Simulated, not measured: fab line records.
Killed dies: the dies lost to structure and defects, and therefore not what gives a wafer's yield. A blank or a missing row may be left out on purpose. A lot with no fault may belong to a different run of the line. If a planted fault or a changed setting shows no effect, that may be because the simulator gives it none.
Chamber matching | flow n5_finfet | N5_BEOL_M1_ETCH_77 on rie_diel-03 has 4 sister chambers
The step etches underlayer in N2/H2, target depth 6.5 nm, time 5.2 s. 8 wafers are shown with their chamber, then 8 later ones without.

## EACH WAFER AND ITS CHAMBER
wafer  | chamber | showerhead_plenum_p_Torr (Torr) | drypump_motor_current_A (A)
L079.1 | 3       | 2.70                            | 5.6
L079.3 | 1       | 2.42                            | 6.0
L082.2 | 3       | 2.70                            | 5.6
L082.6 | 0       | 2.54                            | 5.8
L089.2 | 2       | 2.54                            | 5.0
L089.4 | 0       | 2.54                            | 5.9
L089.6 | 1       | 2.41                            | 6.0
L090.1 | 2       | 2.54                            | 5.0

## WAFERS WITH NO CHAMBER GIVEN
wafer  | showerhead_plenum_p_Torr (Torr) | drypump_motor_current_A (A)
L090.2 | 2.69                            | 5.7
L090.6 | 2.69                            | 5.7
L091.4 | 2.69                            | 5.7
L091.5 | 2.54                            | 5.9
L091.6 | 2.41                            | 6.0
L094.1 | 2.69                            | 5.7
L094.3 | 2.41                            | 6.0
L094.6 | 2.54                            | 5.1

## EACH ONE'S CHAMBER
wafer  | from the rows above | in truth
L090.2 | 3                   | 3
L090.6 | 3                   | 3
L091.4 | 3                   | 3
L091.5 | 0                   | 0
L091.6 | 1                   | 1
L094.1 | 3                   | 3
L094.3 | 1                   | 1
L094.6 | 2                   | 2
Correct placement for 8 of the 8. Can't be placed from these rows: 0. 0 placed wrongly.
How it was worked out, from the rows above alone: a wafer's distance from a chamber is the root of the sum, over the readings, of the square of ((its reading less the chamber's mean) divided by the reading's scatter). If the next closest chamber is less than 2 further off than the closest, the wafer can't be placed; otherwise it belongs to the closest. For every chamber, the mean is computed from those of its wafers that are shown. How the scatter is found: for the shown wafers, subtract from each reading the mean of its chamber, square and add these, divide the total by (wafers less chambers), then take the root.
